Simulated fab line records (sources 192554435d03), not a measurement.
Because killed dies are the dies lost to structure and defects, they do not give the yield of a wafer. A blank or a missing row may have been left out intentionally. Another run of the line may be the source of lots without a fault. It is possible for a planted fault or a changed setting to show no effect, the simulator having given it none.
Split-lot study -- flow n5_finfet -- on a route of 1938 steps: 7 lots, 21 wafers read

## THE SPLIT ITSELF
At N5_PASSIVATION_PECVD_01 (deposits SiNx from SiH4/NH3/N2, target thk 200 nm, time 43.2 s), the setting time_s was moved away from the recipe's 43.2 s on 10 of the 21 wafers read, by -15.0% to +5.1%. This setting was run at the recipe's value on the other wafers.

The reading comes from the split's own step.

## THE READING
SiNx_of_PASSIVATION_PECVD_01.thk_nm (the simulator's own value, which no gauge read), in nm, at N5_PASSIVATION_PECVD_01 (deposits SiNx from SiH4/NH3/N2, target thk 200 nm, time 43.2 s). There is no usual value for it anywhere in the file. Across the 11 wafers here that went through the recipe, the average is 201.0 nm and the standard deviation 2.6 nm.

wafer,"tool, chamber at the split","time_s as run, s",against the recipe,"SiNx_of_PASSIVATION_PECVD_01.thk_nm, nm",against lot-mates on the recipe
L079.1,"pecvd-01, 0",45.04,+4.3%,207.8,+5.0
L079.4,"pecvd-01, 2",45.04,+4.3%,211.4,+8.6
L079.6,"pecvd-01, 0",43.2,recipe,202.8,-
L084.2,"pecvd-04, 2",43.2,recipe,196.6,-
L084.3,"pecvd-04, 1",43.2,recipe,202,-
L084.4,"pecvd-04, 2",37.33,-13.6%,174.8,-24.5
L088.2,"pecvd-01, 0",45.25,+4.7%,210.4,+5.8
L088.4,"pecvd-01, 0",45.25,+4.7%,210.8,+6.2
L088.6,"pecvd-01, 2",43.2,recipe,204.6,-
L086.1,"pecvd-01, 2",45.18,+4.6%,208.2,+7.4
L086.3,"pecvd-01, 0",45.18,+4.6%,207.2,+6.4
L086.4,"pecvd-01, 0",43.2,recipe,200.8,-
L095.1,"pecvd-01, 0",45.41,+5.1%,208,+5.4
L095.3,"pecvd-01, 1",45.41,+5.1%,209.6,+7.0
L095.6,"pecvd-01, 1",43.2,recipe,202.6,-
L096.3,"pecvd-01, 1",36.72,-15.0%,169.6,-33.6
L096.5,"pecvd-01, 0",43.2,recipe,202.4,-
L096.6,"pecvd-01, 1",43.2,recipe,204,-
L097.2,"pecvd-04, 1",43.2,recipe,196.2,-
L097.5,"pecvd-04, 0,1",43.2,recipe,199.6,-
L097.6,"pecvd-04, 0,1",43.2,recipe,199.6,-
When a row names more than one chamber, that row covers several wafers, and the file does not tell which wafer ran in which chamber.

FIT RESULTS
A straight line over all 21 wafers: SiNx_of_PASSIVATION_PECVD_01.thk_nm changes by +1.94 nm for each +1% of time_s; r = +0.98; the points scatter about the line by 2.4 nm.
The same after taking each lot's own level away (the mean of its wafers on the recipe; 21 wafers): +1.86 nm for each +1%; r = +0.98; scatter 2.1 nm.
Per that fit: largest time_s move, reading shift of 28 nm.
Across the lots, their own levels run from 198.47 to 204.60 nm, a range of 2.3 times the standard deviation given above.
The two slopes are in agreement: the lot-to-lot level therefore moves the slope only a little.
Check: -25.1 nm against its lot-mates is what the line predicts for one of the wafers moved furthest among these (-15.0%) when that wafer is left out of the fit. It came out at -33.6 nm against them.

## OTHER SPLITS ON THESE WAFERS
These wafers also went through other splits before the reading. Each is held against what the fit with the lots' levels taken away leaves over:
other split on the same wafers,wafers away from the commonest value,r with SiNx_of_PASSIVATION_PECVD_01.thk_nm (lot level and that fit taken away)
N5_BEOL_M11_COAT_22 spin_rpm,8,-0.52
N5_BEOL_M12_ETCH_59 bias_w,8,+0.06
N5_BEOL_M13_ETCH_59 time_s,2,-0.10
N5_BEOL_M13_COAT_65 spin_rpm,6,-0.09
N5_BEOL_M13_DEP_53 time_s,6,-0.26
N5_BEOL_M14_EXPOSE_07 dose_mj,7,-0.32
N5_BEOL_M15_EXPOSE_25 dose_mj,8,-0.19
N5_BEOL_M15_ETCH_61 bias_w,0,-

## FILE'S OWN FIT
SiNx_of_PASSIVATION_PECVD_01.thk_nm changes by +1.93 nm for each +1% of time_s, r = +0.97.
